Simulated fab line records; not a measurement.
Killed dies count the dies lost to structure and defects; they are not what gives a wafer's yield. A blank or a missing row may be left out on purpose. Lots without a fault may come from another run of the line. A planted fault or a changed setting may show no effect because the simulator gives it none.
Chamber matching | flow nand-harc | 4 sister chambers for NHARC_A_STAIRCASE_CMP_450 on cmp-01
The step polishes SiO2, target thk 200 nm. 4 wafers are shown with their chamber, then 11 later ones without.

WAFERS PAIRED WITH THEIR CHAMBERS
wafer  | chamber | motor-current-A (A)
L089.4 | 0       | 14.7
L089.5 | 2       | 13.0
L085.6 | 3       | 10.3
L092.2 | 1       | 12.2

WAFERS WITH NO CHAMBER GIVEN
wafer  | motor-current-A (A)
L092.3 | 11.2
L092.6 | 14.8
L094.4 | 11.8
L094.5 | 13.7
L094.6 | 11.3
L095.2 | 13.1
L095.5 | 13.1
L095.6 | 12.0
L097.3 | 11.8
L097.4 | 14.6
L097.6 | 14.4

WHICH CHAMBER EACH ONE RAN IN
wafer  | from the rows above          | in truth
L092.3 | can't be placed: 3 or 1 or 2 | 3
L092.6 | 0                            | 0
L094.4 | can't be placed: 1 or 2      | 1
L094.5 | can't be placed: 2 or 0 or 1 | 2
L094.6 | can't be placed: 1 or 3 or 2 | 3
L095.2 | can't be placed: 2 or 1      | 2
L095.5 | can't be placed: 2 or 1      | 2
L095.6 | can't be placed: 1 or 2      | 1
L097.3 | can't be placed: 1 or 2      | 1
L097.4 | 0                            | 0
L097.6 | 0                            | 0
Placed correctly: 3 of 11. Not placeable from these rows: 8 (in 8, the candidates include the true chamber). Placed wrongly: 0.
How it was worked out, from the rows above alone: a wafer's distance from a chamber is the root of the sum, over the readings, of the square of ((its reading less the chamber's mean) divided by the reading's scatter). The wafer belongs to the nearest chamber; if the next one is less than 2 further off, it can't be placed. For every chamber, the mean is computed from those of its wafers that are shown. The scatter (one wafer shown for each chamber): square how far every hidden wafer sits from the nearest shown wafer, average those squares and take the square root.
